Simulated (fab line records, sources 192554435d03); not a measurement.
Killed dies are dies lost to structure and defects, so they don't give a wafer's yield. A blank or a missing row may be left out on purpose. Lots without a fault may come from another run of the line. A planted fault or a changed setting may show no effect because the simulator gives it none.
Chamber matching | flow n5_finfet | N5_BEOL_M4_PRE_CLEAN_60 on cvd_co-01: 3 sister chambers
The step time 15 s. 3 wafers are shown with their chamber, then 11 later ones without.

WAFERS WITH THEIR CHAMBER
wafer  | chamber | heater_power_w (W)
L085.1 | 1       | 92
L085.4 | 2       | 103
L087.1 | 0       | 77

WAFERS WITHOUT THEIR CHAMBER
wafer  | heater_power_w (W)
L087.5 | 100
L087.6 | 78
L090.4 | 106
L090.5 | 90
L090.6 | 77
L092.1 | 76
L092.2 | 101
L092.3 | 89
L096.2 | 101
L096.4 | 89
L096.5 | 74

WHICH CHAMBER EACH WENT THROUGH
wafer  | from the rows above | in truth
L087.5 | 2                   | 2
L087.6 | 0                   | 0
L090.4 | 2                   | 2
L090.5 | 1                   | 1
L090.6 | 0                   | 0
L092.1 | 0                   | 0
L092.2 | 2                   | 2
L092.3 | 1                   | 1
L096.2 | 2                   | 2
L096.4 | 1                   | 1
L096.5 | 0                   | 0
Placed correctly: 11 of 11. Can't be placed from these rows: 0. Placed wrongly: 0.
How it was worked out, from the rows above alone: a wafer's distance from a chamber is the root of the sum, over the readings, of the square of ((its reading less the chamber's mean) divided by the reading's scatter). The wafer belongs to the nearest chamber; if the next one is less than 2 further off, it can't be placed. A chamber's mean is the mean of its shown wafers. The scatter: with one shown wafer a chamber, the root of the mean of the squares of how far each hidden wafer lies from its nearest shown one.
